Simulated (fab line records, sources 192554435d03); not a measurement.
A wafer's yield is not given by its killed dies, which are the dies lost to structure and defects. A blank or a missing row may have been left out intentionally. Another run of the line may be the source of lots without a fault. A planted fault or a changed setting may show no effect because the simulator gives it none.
Which tool is to blame?	flow n5-finfet	9 lots with 27 wafers sampled at 3 steps, on a route of 1938 steps

WHAT EACH GAUGE READ, for each wafer
N5_BEOL_M6_OCD_MEAS_38.
lot	measured	on	trench-depth-nm (nm)
L451	day 9 02:42	ocd-01	95.9 94.4 95.5
L452	day 9 09:53	ocd-02	91.6 94.1 90.0
L454	day 9 20:28	ocd-01	95.6 93.4 94.5
L456	day 10 16:11	ocd-01	94.2 94.8 92.7
L458	day 10 21:33	ocd-02	92.7 95.9 96.4
L462	day 11 21:47	ocd-02	96.1 94.6 93.8
L463	day 11 23:52	ocd-02	96.7 96.2 96.0
L467	day 13 04:52	ocd-02	96.9 87.1 96.5
L472	day 14 17:37	ocd-01	94.3 95.9 92.6

WHAT TOOL EACH LOT RAN ON (gives the tool, then ch and the chambers of the sampled wafers, and finally the start)
lot	N5_BEOL_M6_VIA_ETCH_34	N5_BEOL_M6_TRENCH_ETCH_37
L451	rie-diel-03 ch 1,3, day 9 02:28	rie-diel-03 ch 1,3, day 9 02:33
L452	rie-diel-03 ch 0,1,2, day 9 09:38	rie-diel-03 ch 0,1,2, day 9 09:43
L454	rie-diel-03 ch 1,3, day 9 20:13	rie-diel-03 ch 1,3, day 9 20:19
L456	rie-diel-05 ch 0,1,2, day 10 15:57	rie-diel-05 ch 0,1,2, day 10 16:02
L458	rie-diel-04 ch 0,2,3, day 10 21:18	rie-diel-04 ch 0,2,3, day 10 21:23
L462	rie-diel-04 ch 2,3, day 11 21:33	rie-diel-04 ch 2,3, day 11 21:38
L463	rie-diel-04 ch 0,1, day 11 23:37	rie-diel-04 ch 0,1, day 11 23:42
L467	rie-diel-04 ch 2,3, day 13 04:37	rie-diel-04 ch 2,3, day 13 04:43
L472	rie-diel-05 ch 1,2,3, day 14 17:22	rie-diel-05 ch 1,2,3, day 14 17:28
- N5_BEOL_M6_VIA_ETCH_34: etches SiCOH lowk in C4F6/O2, target depth 126.3 nm, time 50.9 s.
- N5_BEOL_M6_TRENCH_ETCH_37: etches SiCOH lowk in C4F6/O2, target depth 94.435 nm, time 31.5 s.

THE ANSWER, worked out from the rows above alone
Rule: the lots themselves supply what counts as usual. Put in order of their means at a reading, lots are off if they are a third of the lots or fewer, leave a main group of 4 or more, and stand apart from it by a gap of 3 or more times the standard deviation of the main group's means; of several such gaps the widest counts. A main group is skipped when, at the precision printed for the reading in the tables above, its means are all equal. Also off: a lot with no number at a reading for which 4 or more lots have one. The other lots that the step has rows for count as sound.
Nothing can be told from this: no lot is off at any reading shown.

WHAT THE SIMULATOR PUT IN
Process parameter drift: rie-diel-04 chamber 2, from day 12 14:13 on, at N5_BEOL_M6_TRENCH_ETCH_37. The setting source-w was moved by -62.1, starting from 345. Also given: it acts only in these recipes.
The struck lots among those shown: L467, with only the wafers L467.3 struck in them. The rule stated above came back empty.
